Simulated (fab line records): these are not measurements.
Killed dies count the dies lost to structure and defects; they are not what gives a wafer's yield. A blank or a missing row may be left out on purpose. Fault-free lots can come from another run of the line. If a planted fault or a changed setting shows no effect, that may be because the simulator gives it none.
fab line records	flow nand-harc
record: lots: 10	wafers: 30	last-day: 23
route steps=1159 shown A_M0@1007 A_M1@1026 END@1159
lots that met no fault: taken from a fault-free run of the same line
start-h: the number of hours between the record's first day and the start of the first shown wafer of the lot	wait-h: hours elapsed since this lot's preceding step	" the same as in the row above	L1.1+2: a row that stands for several wafers	- value missing, or start not given	* or withheld: withheld	< > ~ a bound
route shown NAME@n: names a module that has steps shown in the file, with the first one's number in the route	usual: mean and standard deviation over wafers with no fault	same: alike in all rows	chamber/n: place in a boat	sites: each site's reading	_std_site: the values' standard deviation	_edge_site: outer sites' mean less inner sites'	radius-mm: for every site, how far away it sits from the centre of the wafer	mask NAME#n: copy n	behind: the last tool/chamber to shape the wafer	hold: why the lot went on hold/how many hours it stayed there/how the hold came to an end	device: names the non-switching transistor (n, p or np)	end of line: tests run on the same wafers once the route is complete	for a step that has no rows: nothing shown but its recipe	killed: not the wafer's yield, but the dies lost to structure and defects at the first sort	map: shows each die of a wafer: x if killed, . if not, _ if none is there
set.NAME: setting as actually run; set.NAME@STEP: the setting as run at that earlier step	model.NAME: the simulator's own value behind a step, which no gauge read
one table for each step of the route and one row for each wafer, over a sample of lots
services: a tool's chamber out of use, with start hour (start-h, from the record's first day; less than 0 if before it), hours out, and reason
== steps ==
step: NHARC_A_M0_DESCUM_14
recipe: time-s: 3	o2-flow-sccm: 200	ar-flow-sccm: 0	bias-power-w: 0	chemistry: O2
usual: drypump-motor-current-A: 5.7/0.53	oes-product-au: 0.997/0.013	rf-vpp-V: 57.9/0.96	showerhead-plenum-p-Torr: 1.93/0.078	throttle-valve-pct: 11.312/0.0093
lot.wafer	tool	chamber	start-h	wait-h	drypump-motor-current-A	oes-product-au	rf-hours-counter-h	rf-vpp-V	showerhead-plenum-p-Torr	throttle-valve-pct
L365.2	rie-diel-06	2	402.19	0.1	5.7	1.003	10	56.7	1.85	11.326
L365.5	"	2	"	"	5.7	1.000	-	58.2	1.85	11.321
L365.6	"	3	"	"	5.5	1.020	-	57.0	1.95	11.335
L366.2	rie-diel-01	3	402.78	0.1	6.3	0.964	6	59.1	2.03	11.302
L366.3	"	1	"	"	4.8	0.982	5	57.0	2.01	11.299
L366.4	"	1	"	"	4.8	0.995	-	59.5	2.01	11.313
L367.3	rie-diel-01	3	404.53	0.1	6.2	0.972	6	57.6	2.03	11.318
L367.6	"	1	"	"	4.8	0.996	-	58.7	2.01	11.327
L367.4	"	3	"	"	6.3	0.968	-	57.2	2.03	11.317
L363.3	rie-diel-13	1	405.41	0.1	5.7	0.997	8	59.8	2.00	11.307
L363.4	"	2	"	"	5.8	1.013	9	57.5	1.89	11.328
L363.1	"	3	"	"	4.6	0.995	9	57.1	1.95	11.301
L364.1	rie-diel-01	3	424.64	0.1	6.3	0.974	8	59.3	2.02	11.314
L364.3	"	1	"	"	4.8	0.985	8	56.8	2.01	11.306
L364.6	"	2	"	"	5.6	1.012	-	58.2	1.78	11.311
L373.2	rie-diel-13	1	473.77	0.1	5.7	0.996	0	58.2	2.00	11.328
L373.1	"	2	"	"	5.8	0.987	0	59.3	1.89	11.305
L373.3	"	0	"	"	5.8	0.989	0	57.1	1.88	11.309
L374.3	rie-diel-06	0	476.40	0.1	6.2	0.993	3	59.7	2.02	11.307
L374.5	"	3	"	"	5.5	1.003	-	59.4	1.95	11.305
L374.6	"	0	"	"	6.2	0.990	-	58.7	2.02	11.314
L380.3	rie-diel-06	1	489.07	0.1	6.5	1.007	4	56.6	1.87	11.335
L380.1	"	0	"	"	6.2	0.987	4	58.6	2.02	11.305
L380.6	"	1	"	"	6.5	1.005	-	58.1	1.87	11.327
L379.1	rie-diel-06	2	495.48	0.1	5.7	0.987	4	56.4	1.84	11.306
L379.4	"	0	"	"	6.3	0.983	5	60.5	2.02	11.303
L379.5	"	1	"	"	6.5	1.015	-	57.2	1.87	11.332
L382.3	rie-diel-01	2	506.24	0.1	5.6	1.018	0	57.1	1.78	11.301
L382.1	"	0	"	"	6.2	1.008	0	56.1	1.83	11.316
L382.6	"	3	"	"	6.2	0.998	-	57.7	2.02	11.319
step: NHARC_A_M0_ETCH_34
recipe: target-depth-a: 400	overetch-a: 120	time-s: 43.94	ion-energy-ev: 200	n2-flow-sccm: 150	h2-flow-sccm: 150	ar-flow-sccm: 0	rf-w: 400	bias-w: 150	chemistry: N2/H2
usual: drypump-motor-current-A: 5.7/0.53	oes-product-au: 0.995/0.013	rf-fwd-power-W: 394.8/1.8	rf-vpp-V: 430.9/2.5	showerhead-plenum-p-Torr: 2.05/0.085	throttle-valve-pct: 14.171/0.0096
lot.wafer	tool	chamber	start-h	wait-h	drypump-motor-current-A	oes-product-au	rf-fwd-power-W	rf-hours-counter-h	rf-vpp-V	showerhead-plenum-p-Torr	throttle-valve-pct
L365.2	rie-diel-06	2	402.28	0.1	5.7	0.999	394.5	10	428.1	1.97	14.164
L365.6	"	1	"	"	6.5	1.013	396.0	-	429.8	1.99	14.183
L365.5	"	2	"	"	5.7	0.999	393.5	-	429.6	1.97	14.166
L366.3	rie-diel-01	1	402.88	0.1	4.8	0.990	394.9	5	433.5	2.14	14.164
L366.2	"	3	"	"	6.2	0.977	394.1	6	434.2	2.16	14.167
L366.4	"	3	"	"	6.3	0.965	393.8	-	433.9	2.16	14.170
L367.3	rie-diel-01	2	404.63	0.1	5.6	1.017	396.2	5	427.3	1.90	14.165
L367.6	"	1	"	"	4.8	0.997	397.0	-	434.5	2.14	14.166
L367.4	"	2	"	"	5.6	1.011	397.0	-	428.2	1.90	14.161
L363.3	rie-diel-13	3	405.48	0.1	4.6	1.000	395.3	9	432.0	2.08	14.150
L363.4	"	0	"	"	5.8	0.999	393.5	8	429.0	2.01	14.169
L363.1	"	2	"	"	5.8	1.014	396.3	9	428.6	2.02	14.180
L364.1	rie-diel-01	3	424.75	0.1	6.3	0.980	394.0	8	433.2	2.16	14.176
L364.3	"	2	"	"	5.6	1.011	396.5	8	425.6	1.90	14.173
L364.6	"	3	"	"	6.3	0.978	394.6	-	434.6	2.16	14.176
L373.1	rie-diel-13	0	473.85	0.1	5.8	0.987	393.5	0	428.3	2.01	14.159
L373.2	"	1	"	"	5.7	0.983	393.3	0	431.8	2.13	14.174
L373.3	"	2	"	"	5.8	0.996	396.5	0	429.9	2.01	14.164
L374.3	rie-diel-06	3	476.48	0.1	5.5	0.997	398.9	3	430.9	2.08	14.180
L374.6	"	3	"	"	5.5	1.000	396.7	-	430.7	2.08	14.170
L374.5	"	0	"	"	6.2	0.992	394.4	-	434.6	2.16	14.165
L380.3	rie-diel-06	2	489.16	0.1	5.6	0.984	393.7	4	428.9	1.96	14.167
L380.1	"	1	"	"	6.5	1.007	393.9	4	429.2	1.99	14.187
L380.6	"	3	"	"	5.5	1.000	398.6	-	430.9	2.08	14.174
L379.1	rie-diel-06	2	495.55	0.1	5.7	0.974	395.9	4	428.4	1.96	14.157
L379.4	"	1	"	"	6.5	1.016	396.3	4	429.4	1.99	14.175
L379.5	"	3	"	"	5.5	1.013	396.2	-	432.0	2.08	14.190
L382.3	rie-diel-01	3	506.32	0.1	6.3	1.000	393.8	1	432.4	2.16	14.159
L382.1	"	0	"	"	6.1	1.021	395.1	0	428.2	1.95	14.179
L382.6	"	0	"	"	6.1	1.018	395.5	-	427.8	1.95	14.184
step: NHARC_A_M0_STRIP_18
recipe: power-w: 1000	n2-flow-sccm: 150	h2-flow-sccm: 150	ar-flow-sccm: 0	bias-w: 0	chemistry: N2/H2
usual: drypump-motor-current-A: 5.7/0.56	oes-product-au: 0.999/0.014	rf-fwd-power-W: 996.9/2.7	rf-vpp-V: 90.8/0.99	showerhead-plenum-p-Torr: 2.05/0.092	throttle-valve-pct: 14.171/0.0091
lot.wafer	tool	chamber	start-h	wait-h	drypump-motor-current-A	oes-product-au	rf-fwd-power-W	rf-hours-counter-h	rf-vpp-V	showerhead-plenum-p-Torr	throttle-valve-pct
L365.2	rie-diel-13	3	402.65	0.1	4.7	1.003	987.0	8	91.3	2.08	14.174
L365.5	"	0	"	"	5.8	0.999	996.0	-	91.1	2.01	14.169
L365.6	"	1	"	"	5.7	0.994	991.5	-	93.1	2.14	14.173
L366.2	rie-diel-06	1	403.22	0.1	6.5	1.014	999.8	11	89.3	1.99	14.184
L366.4	"	3	"	"	5.5	1.013	993.5	11	92.4	2.08	14.170
L366.3	"	0	"	"	6.3	0.995	1000.0	11	91.4	2.16	14.162
L367.3	rie-diel-01	3	405.00	0.1	6.2	0.976	993.1	6	91.9	2.16	14.174
L367.4	"	2	"	"	5.6	1.018	1002.3	-	90.0	1.90	14.165
L367.6	"	3	"	"	6.2	0.977	997.9	-	90.8	2.16	14.163
L363.3	rie-diel-01	1	405.77	0.1	4.8	1.001	996.2	6	92.1	2.14	14.161
L363.1	"	2	"	"	5.6	1.014	993.2	5	90.8	1.90	14.196
L363.4	"	2	"	"	5.6	1.007	1000.2	-	90.3	1.90	14.176
L364.3	rie-diel-13	2	425.09	0.1	5.8	1.007	998.3	10	92.3	2.01	14.173
L364.1	"	3	"	"	4.6	0.999	995.8	10	91.5	2.08	14.178
L364.6	"	3	"	"	4.6	0.992	997.9	-	89.9	2.08	14.171
L373.1	rie-diel-01	2	474.14	0.1	5.5	1.024	995.9	12	88.6	1.90	14.173
L373.3	"	0	"	"	6.2	1.020	991.5	6	88.1	1.95	14.172
L373.2	"	1	"	"	4.8	0.996	996.0	12	89.2	2.14	14.183
L374.3	rie-diel-13	2	476.83	0.1	5.9	0.997	996.2	1	91.2	2.01	14.173
L374.6	"	0	"	"	5.8	0.998	1000.8	-	92.3	2.01	14.170
L374.5	"	1	"	"	5.7	0.999	998.5	-	90.9	2.13	14.172
L380.1	rie-diel-01	2	489.44	0.1	5.6	1.020	1000.3	14	90.1	1.89	14.158
L380.3	"	1	"	"	4.8	0.989	995.2	14	91.6	2.14	14.173
L380.6	"	3	"	"	6.2	0.974	996.2	-	91.6	2.16	14.167
L379.1	rie-diel-06	3	495.84	0.1	5.5	0.997	997.9	4	90.1	2.08	14.175
L379.4	"	0	"	"	6.3	0.978	1001.0	5	91.8	2.16	14.187
L379.5	"	0	"	"	6.2	0.974	996.3	-	92.1	2.16	14.169
L382.1	rie-diel-01	0	506.61	0.1	6.2	1.016	991.8	0	89.5	1.95	14.168
L382.3	"	1	"	"	4.8	0.995	997.9	0	90.5	2.14	14.146
L382.6	"	1	"	"	4.8	1.007	1001.5	-	91.7	2.14	14.158
step: NHARC_A_M1_DEP_00
recipe: target-thk-a: 1825	target-thk-nm: 182.5	temp-c: withheld	pressure-torr: 5	flow-sccm: 200	rf-w: 600	material: SiOC
usual: rf-fwd-power-W: 598.9/1.8
lot.wafer	tool	chamber	start-h	wait-h	rf-fwd-power-W
L365.2	pecvd-04	2	405.39	-	595.9
L365.6	"	0	"	"	597.4
L365.5	"	2	"	"	599.2
L366.2	pecvd-02	1	405.87	-	598.8
L366.3	"	2	"	"	598.7
L366.4	"	1	"	"	598.0
L367.3	pecvd-04	1	407.72	-	598.1
L367.6	"	1	"	"	598.1
L367.4	"	0	"	"	596.2
L363.1	pecvd-01	0	408.59	-	601.3
L363.3	"	1	"	"	597.7
L363.4	"	1	"	"	598.8
L364.1	pecvd-01	0	432.41	-	599.0
L364.3	"	1	"	"	598.7
L364.6	"	2	"	"	601.8
L373.2	pecvd-01	2	476.87	-	599.4
L373.3	"	0	"	"	598.5
L373.1	"	1	"	"	598.9
L374.3	pecvd-01	0	479.43	-	599.3
L374.5	"	0	"	"	601.5
L374.6	"	1	"	"	600.4
L380.1	pecvd-02	0	492.10	-	599.4
L380.3	"	2	"	"	597.3
L380.6	"	1	"	"	597.8
L379.1	pecvd-04	2	498.59	-	600.6
L379.4	"	0	"	"	595.8
L379.5	"	1	"	"	597.8
L382.3	pecvd-04	0	509.37	-	602.3
L382.1	"	1	"	"	602.3
L382.6	"	2	"	"	600.2
step: NHARC_A_M1_INSPECT_11
usual: raw-defect-count: 32/15
lot.wafer	tool	chamber	start-h	wait-h	raw-defect-count
L365.2	defect-inspect-01	-	406.13	0.0	24
L365.5	"	-	"	"	35
L365.6	"	-	"	"	27
L366.2	defect-inspect-01	-	406.84	0.0	12
L366.3	"	-	"	"	13
L366.4	"	-	"	"	24
L367.3	defect-inspect-01	-	408.68	0.0	28
L367.4	"	-	"	"	25
L367.6	"	-	"	"	38
L363.1	defect-inspect-01	-	409.43	0.0	35
L363.3	"	-	"	"	46
L363.4	"	-	"	"	43
L364.1	defect-inspect-01	-	433.20	0.0	30
L364.3	"	-	"	"	33
L364.6	"	-	"	"	17
L373.1	defect-inspect-02	-	477.83	0.0	1417
L373.2	"	-	"	"	1394
L373.3	"	-	"	"	1385
L374.3	defect-inspect-01	-	480.39	0.0	1404
L374.5	"	-	"	"	1414
L374.6	"	-	"	"	1400
L380.1	defect-inspect-02	-	493.06	0.0	21
L380.3	"	-	"	"	21
L380.6	"	-	"	"	32
L379.1	defect-inspect-01	-	499.46	0.0	53
L379.4	"	-	"	"	48
L379.5	"	-	"	"	45
L382.1	defect-inspect-01	-	510.33	0.0	27
L382.3	"	-	"	"	34
L382.6	"	-	"	"	22
step: NHARC_END_SORT_01
recipe: temp-c: 25
usual: defect-limited-yield: 95.1/1.6	killed-at-array: 29/11	killed-at-other: 0.6/1	killed-at-periphery: 3.1/2.1	killed-dies: 33/11	killed-open: 3.1/1.9	killed-short: 1.9/1.5	sort_bin_2_pct: 1.5/0.66	sort_bin_3_pct: 0.29/0.23	sort_bin_4_pct: 3.1/0.98	sort-n-pass: 644/11	sort-rim-yield-pct: 96.9/2.3	sort-yield-pct: 95.1/1.6
same: gross-dies: 677	sort_bin_5_pct[%]: 0	sort_bin_6_pct[%]: 0	sort_bin_7_pct[%]: 0	sort_bin_8_pct[%]: 0	sort-rim-n-gross: 106.00
lot.wafer	tool	chamber	start-h	wait-h	defect-limited-yield[%]	killed-at-array	killed-at-other	killed-at-periphery	killed-dies	killed-open	killed-short	sort_bin_2_pct[%]	sort_bin_3_pct[%]	sort_bin_4_pct[%]	sort-n-pass	sort-rim-yield-pct[%]	sort-yield-pct[%]
L373.1	prober-01	0	515.52	2.5	83.0	113	0	2	115	3	1	7.2	5.47	4.3	562	87.7	83.0
L373.2	prober-01	0	516.33	2.8	81.5	125	0	0	125	8	2	5.9	6.20	6.4	552	93.4	81.5
L373.3	prober-01	0	517.15	3.1	83.8	107	0	3	110	2	1	5.8	5.76	4.7	567	88.7	83.8
L374.3	prober-02	0	517.16	3.1	80.2	134	0	0	134	4	5	7.5	5.61	6.6	543	89.6	80.2
L374.5	prober-02	0	518.77	3.7	80.2	131	0	3	134	3	3	6.8	6.79	6.2	543	83.0	80.2
L374.6	prober-02	0	519.58	4.0	80.5	130	0	2	132	3	0	7.7	6.20	5.6	545	88.7	80.5
killed by level:class
L373.1 A_M1:unspecified=98 A_CHANNEL_HOLE_D1:chamber-film-flake=6 A_ZERO_WELL:chamber-film-flake=2 A_CONTACT:chamber-film-flake=2 P_CONTACT:geometric-particle:short=1 P_M2:geometric-particle:open=1 A_CHANNEL_FILL_D1:geometric-particle:open=1 A_CONTACT:geometric-particle:open=1
L373.2 A_M1:unspecified=101 A_CHANNEL_HOLE_D1:chamber-film-flake=6 A_CONTACT:geometric-particle:open=3 A_STAIRCASE:chamber-film-flake=3 A_WL_FILL:chamber-film-flake=2 A_CONTACT:chamber-film-flake=2 A_ONON_D1:geometric-particle:open=1 A_ONON_D1:geometric-particle:short=1
L373.3 A_M1:unspecified=96 A_CHANNEL_HOLE_D1:chamber-film-flake=5 P_CONTACT:geometric-particle:open=1 A_ONON_D1:geometric-particle:short=1 A_WL_FILL:geometric-particle:open=1 P_ZERO_WELL:chamber-film-flake=1 P_M2:chamber-film-flake=1 A_CHANNEL_FILL_D1:chamber-film-flake=1
L374.3 A_M1:unspecified=104 A_CHANNEL_HOLE_D1:chamber-film-flake=6 A_SLIT:chamber-film-flake=6 A_CONTACT:chamber-film-flake=4 A_CHANNEL_FILL_D1:chamber-film-flake=3 A_CHANNEL_FILL_D1:geometric-particle:open=2 A_STAIRCASE:chamber-film-flake=2 A_SOURCE_PLATE:geometric-particle:short=1
L374.5 A_M1:unspecified=103 A_SLIT:chamber-film-flake=11 A_CONTACT:chamber-film-flake=5 A_CHANNEL_HOLE_D1:chamber-film-flake=4 A_STAIRCASE:chamber-film-flake=3 A_CONTACT:geometric-particle:short=2 P_GATE:geometric-particle:short=1 P_GATE:geometric-particle:open=1
L374.6 A_M1:unspecified=102 A_SLIT:chamber-film-flake=14 A_CHANNEL_HOLE_D1:chamber-film-flake=4 A_STAIRCASE:chamber-film-flake=4 A_CONTACT:chamber-film-flake=3 P_CONTACT:geometric-particle:open=1 A_CONTACT:geometric-particle:open=1 A_M1:geometric-particle:open=1
== services ==
tool	chamber	start-h	hours	kind
rie-diel-01	0	391.60	51.6	repair
rie-diel-01	1	397.30	-	clean
rie-diel-01	2	397.30	-	clean
rie-diel-01	3	397.30	-	clean
rie-diel-06	-	418.22	9.0	pm
pecvd-01	-	418.44	13.0	pm
rie-diel-01	1	421.80	-	clean
rie-diel-01	2	421.80	-	clean
rie-diel-01	3	421.80	-	clean
rie-diel-01	0	446.30	-	clean
rie-diel-01	1	446.30	-	clean
rie-diel-01	2	446.30	-	clean
rie-diel-01	3	446.30	-	clean
rie-diel-13	-	453.23	9.0	pm
rie-diel-06	3	454.67	5.0	repair
pecvd-04	2	460.88	4.9	repair
pecvd-01	2	466.49	4.1	repair
pecvd-01	-	470.73	0.7	repair
rie-diel-01	0	470.80	-	clean
rie-diel-01	1	470.80	-	clean
rie-diel-01	2	470.80	-	clean
rie-diel-01	3	470.80	-	clean
rie-diel-01	-	491.80	9.0	pm
rie-diel-01	-	502.91	0.4	repair
== key ==
first-sign: step: NHARC_A_M1_INSPECT_11	reading: raw-defect-count	direction: up	sigmas: 94	usual: 32	struck: 1402
effect: step: NHARC_END_SORT_01	reading: killed-at-array	direction: up	sigmas: 8.9	usual: 29	struck: 123
more-kills-born-at: NHARC_A_M1_DEP_00@pecvd-01: 604
met-at NHARC_A_M1_DEP_00
struck-lots L373,L374
not-acting-at NHARC_A_M0_DESCUM_14,NHARC_A_M0_ETCH_34,NHARC_A_M0_STRIP_18
onset-between 432.41 476.87
fault: kind: chamber-particle-source	tool: pecvd-01	chamber: -	onset-h: 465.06	steps: NHARC_A_M1_DEP_00	rate-per-visit-cm2: 2.1845	end-h: 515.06
